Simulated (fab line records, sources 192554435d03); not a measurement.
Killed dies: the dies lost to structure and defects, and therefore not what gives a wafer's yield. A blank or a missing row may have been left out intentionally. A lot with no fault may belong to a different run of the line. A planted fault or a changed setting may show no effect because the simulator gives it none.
Chamber matching / flow n5 finfet / N5_BEOL_M7_STRIP_19 on rie diel-06 has 4 sister chambers
The step strips in O2. 4 wafers are shown with their chamber, then 10 later ones without.

## EACH WAFER AND ITS CHAMBER
wafer=L085.1; chamber=3; drypump motor current A (A)=5.06
wafer=L085.2; chamber=1; drypump motor current A (A)=5.97
wafer=L089.1; chamber=0; drypump motor current A (A)=5.48
wafer=L089.2; chamber=2; drypump motor current A (A)=5.96

## WAFERS MISSING THEIR CHAMBER
wafer=L089.5; drypump motor current A (A)=6.00
wafer=L094.1; drypump motor current A (A)=5.97
wafer=L094.2; drypump motor current A (A)=5.45
wafer=L094.4; drypump motor current A (A)=5.46
wafer=L095.2; drypump motor current A (A)=5.45
wafer=L095.5; drypump motor current A (A)=5.46
wafer=L095.6; drypump motor current A (A)=5.99
wafer=L097.2; drypump motor current A (A)=5.97
wafer=L097.4; drypump motor current A (A)=5.98
wafer=L097.6; drypump motor current A (A)=5.46

## CHAMBER TAKEN BY EACH
wafer=L089.5; from the rows above=can't be placed: 1 or 2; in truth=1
wafer=L094.1; from the rows above=can't be placed: 1 or 2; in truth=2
wafer=L094.2; from the rows above=0; in truth=0
wafer=L094.4; from the rows above=0; in truth=0
wafer=L095.2; from the rows above=0; in truth=0
wafer=L095.5; from the rows above=0; in truth=0
wafer=L095.6; from the rows above=can't be placed: 1 or 2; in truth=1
wafer=L097.2; from the rows above=can't be placed: 1 or 2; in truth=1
wafer=L097.4; from the rows above=can't be placed: 1 or 2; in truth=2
wafer=L097.6; from the rows above=0; in truth=0
Correctly placed: 5 of 10. These rows do not allow placing 5 (true chamber among the candidates in 5). Number placed wrongly: 0.
How it was worked out, from the rows above alone: a wafer's distance from a chamber is the root of the sum, over the readings, of the square of ((its reading less the chamber's mean) divided by the reading's scatter). The wafer belongs to the nearest chamber; if the next one is less than 2 further off, it can't be placed. A chamber's mean is the mean of its shown wafers. The scatter: root of mean squared gap, hidden wafer to nearest shown wafer, with one shown wafer a chamber.
